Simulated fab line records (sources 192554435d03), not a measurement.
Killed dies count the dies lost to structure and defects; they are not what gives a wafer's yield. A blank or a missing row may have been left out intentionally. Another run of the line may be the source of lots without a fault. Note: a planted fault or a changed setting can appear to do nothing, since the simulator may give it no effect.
Which tool did it? | flow n5_finfet | Sampling: 10 lots, 30 wafers, 4 of 1938 route steps

== WHAT THE GAUGES SHOWED, per wafer ==
N5_BEOL_M4_RC_MEAS_101.
lot  | measured     | on        | REXT_N (ohm.um)
L574 | day 7 19:40  | prober-02 | 77.0 75.8 75.3
L576 | day 7 21:46  | prober-02 | 76.6 77.9 77.8
L577 | day 8 15:26  | prober-02 | 74.4 73.7 74.4
L578 | day 8 20:38  | prober-02 | 75.1 74.8 76.3
L579 | day 9 08:31  | prober-01 | 77.8 79.6 78.4
L583 | day 10 02:31 | prober-01 | 69.8 70.6 69.9
L584 | day 10 06:25 | prober-01 | 76.8 76.3 74.6
L587 | day 11 16:23 | prober-02 | 69.0 69.9 69.8
L590 | day 12 01:48 | prober-02 | 76.4 75.9 76.9
L592 | day 12 16:39 | prober-01 | 74.1 74.5 75.3

== TOOL THAT RAN EACH LOT (tool first, then ch and the chambers of the sampled wafers, then the start) ==
lot  | N5_SPACER0_ALD_07                | N5_SPACER0_ALD_08                | N5_SD_EPI_N_VAPOR_ETCH_50
L574 | ald_sin-03 ch 0,2,3, day 3 01:17 | ald_sin-03 ch 0,2,3, day 3 01:41 | epi_rpcvd-01 ch 0, day 3 03:46
L576 | ald_sin-03 ch 1,2,3, day 3 10:45 | ald_sin-03 ch 1,2,3, day 3 11:10 | epi_rpcvd-04 ch 0, day 3 13:35
L577 | ald_sin-01 ch 1,2, day 3 18:48   | ald_sin-01 ch 1,2, day 3 19:13   | epi_rpcvd-01 ch 0, day 3 21:38
L578 | ald_sin-01 ch 1,2,3, day 3 23:26 | ald_sin-01 ch 1,2,3, day 3 23:51 | epi_rpcvd-04 ch 0, day 4 02:03
L579 | ald_sin-01 ch 0,2,3, day 4 07:09 | ald_sin-01 ch 0,2,3, day 4 07:34 | epi_rpcvd-04 ch 0, day 4 09:57
L583 | ald_sin-01 ch 0,2,3, day 5 08:47 | ald_sin-01 ch 0,2,3, day 5 09:12 | epi_rpcvd-04 ch 0, day 5 11:20
L584 | ald_sin-01 ch 1,2, day 5 16:20   | ald_sin-01 ch 1,2, day 5 16:45   | epi_rpcvd-01 ch 0, day 5 18:58
L587 | ald_sin-03 ch 0,1,2, day 6 13:01 | ald_sin-03 ch 0,1,2, day 6 13:25 | epi_rpcvd-04 ch 0, day 6 15:35
L590 | ald_sin-03 ch 0,1,2, day 6 22:51 | ald_sin-03 ch 0,1,2, day 6 23:16 | epi_rpcvd-01 ch 0, day 7 01:22
L592 | ald_sin-03 ch 0,2,3, day 7 10:38 | ald_sin-03 ch 0,2,3, day 7 11:02 | epi_rpcvd-02 ch 0, day 7 13:08
- N5_SPACER0_ALD_07: deposits SiNx, target thk 2 nm.
- N5_SPACER0_ALD_08: deposits SiNx, target thk 2 nm.
- N5_SD_EPI_N_VAPOR_ETCH_50: etches Si in HCl, time 54 s.

== THE ANSWER, worked out from the rows above alone ==
Rule: usual is defined by the lots themselves. The widest of any qualifying gaps counts: lots, ordered by their means at a reading, are off when they make up no more than a third of the lots, leave a main group of 4 or more, and stand apart from it by 3 or more times the standard deviation of that group's means. A main group is skipped when, at the precision printed for the reading in the tables above, its means are all equal. A lot without any number at a reading at which 4 lots or more have one is off too. Any other lot the step has rows for is counted as sound.
Off: L583, L587, seen at N5_BEOL_M4_RC_MEAS_101 (REXT_N). The main group: mean 76.1 ohm.um, standard deviation 1.3.
If a tool, at a process step before that reading, ran all the lots that are off and no sound lot after the first of them, it fits. The gauges at N5_BEOL_M4_RC_MEAS_101 are tried like those tools. One fits: N5_SD_EPI_N_VAPOR_ETCH_50 on epi_rpcvd-04. Its last sound lot is L579 (day 4 09:57), its first lot that is off L583 (day 5 11:20): a fault that began between those two fits.

== WHAT THE SIMULATOR HAD PUT IN ==
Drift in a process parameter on epi_rpcvd-04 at N5_SD_EPI_N_VAPOR_ETCH_50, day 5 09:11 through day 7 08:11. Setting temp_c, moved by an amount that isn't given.
Shown lots that were struck: L583, L587. The rule above reached the same finding.
